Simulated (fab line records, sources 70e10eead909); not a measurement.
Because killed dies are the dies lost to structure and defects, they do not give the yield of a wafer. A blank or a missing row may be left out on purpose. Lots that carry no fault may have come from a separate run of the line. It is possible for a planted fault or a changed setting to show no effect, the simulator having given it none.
Comparing a struck lot with a sound one || flow nand harc || 14 steps out of a route of 1159
Sound: these wafers, L709.3, L709.4, L709.6. Struck: wafers L717.3, L717.5, L717.6. Last of all comes the cause.
Per side, at each step with rows, come the tool, then ch with its chambers, and then its first start. Under that, the readings that differ: sound wafers || struck wafers || difference of the means || sigmas: that difference in standard deviations of wafers without a fault.
alike: words and numbers the same on both sides, and readings whose means are apart by under 2 such deviations; not compared: readings that were withheld, readings missing a value for some wafer, numbers with overlapping values and no deviation given by the record, and bounds like >300 which may hide the same value.
Wherever a step has rows on one side only, a row that says differs or no value, or a row with sigmas, the two part there. Numbers that have no deviation but don't overlap get no sigmas and don't part them. A reading missing from all wafers of one side parts the sides only when that side holds two or more wafers.

first, 7 steps without rows for these wafers: NHARC_A_CONTACT_COAT_35 (time 65 s); NHARC_A_CONTACT_COAT_36 (resist thk 90 nm); NHARC_A_CONTACT_SOFTBAKE_37 (time 55 s); NHARC_A_CONTACT_EBR_38; NHARC_A_CONTACT_EXPOSE_39 (exposes mask A CC 3); NHARC_A_CONTACT_PEB_40 (peb time 65 s); NHARC_A_CONTACT_DEVELOP_41 (develop time 35 s).
NHARC_A_CONTACT_CD_MEAS_42 targets a cd of 200 nm.
  sound on cd sem-03 ch 0, day 17 04:44; struck on cd sem-01 ch 0, day 19 16:17
  alike: cd nm
NHARC_A_CONTACT_OVL_MEAS_43:
  sound: overlay-01 at day 17 04:50; struck: overlay-01 at day 19 16:22
  alike: overlay x nm, overlay y nm
NHARC_A_CONTACT_INSPECT_44:
  sound: defect inspect-02 at day 17 04:52; struck: defect inspect-02 at day 19 16:24
  alike: raw defect count
NHARC_A_CONTACT_DESCUM_47: chemistry O2, time 3 s.
  sound on rie diel-06 ch 2,3, day 17 04:56; struck on rie diel-03 ch 1,2,3, day 19 16:29
{"reading": "showerhead plenum p Torr (Torr)", "sound": "1.88 1.95 1.95", "struck": "1.82 1.85 1.79", "difference": -0.11, "sigmas": -2}
  alike: drypump motor current A, oes product au, rf vpp V, throttle valve pct
  not compared: rf hours counter h
NHARC_A_CONTACT_ETCH_48: etches the open film in CF4, target depth 39 nm, time 65 s.
  sound on rie diel-06 ch 2,3, day 17 05:02; struck on rie diel-03 ch 0,1, day 19 16:33
  alike: bias w, cf4 flow sccm, drypump motor current A, oes product au, rf vpp V, showerhead plenum p Torr, throttle valve pct
  not compared: rf hours counter h
NHARC_A_CONTACT_ETCH_49: etches the open film in N2/H2, target depth 260 nm, time 475.3 s.
  sound on rie diel-06 ch 1,2,3, day 17 05:07; struck on rie diel-03 ch 0,1, day 19 16:40
  no value came back on the struck wafers for any of 7 readings (bias w (W), chamber pressure mTorr (mTorr) and others); on the sound wafers bias w (W) reads 150.6 150.4 149.6
  not compared: rf hours counter h
NHARC_A_CONTACT_ETCH_50: etches the open film in CF4/CHF3, target depth 84.7 nm, time 42.4 s.
  sound on rie diel-06 ch 0,1,3; struck on rie diel-03 ch 2,3
  alike: bias w, cf4 flow sccm, drypump motor current A, oes product au, rf vpp V, showerhead plenum p Torr, throttle valve pct
  not compared: rf hours counter h

== WHERE THEY PART ==
First at NHARC_A_CONTACT_DESCUM_47; last, within this record, at NHARC_A_CONTACT_ETCH_49. Later steps at which nothing parts them and some readings are alike: NHARC_A_CONTACT_ETCH_50.

WHY: what the simulator had put in
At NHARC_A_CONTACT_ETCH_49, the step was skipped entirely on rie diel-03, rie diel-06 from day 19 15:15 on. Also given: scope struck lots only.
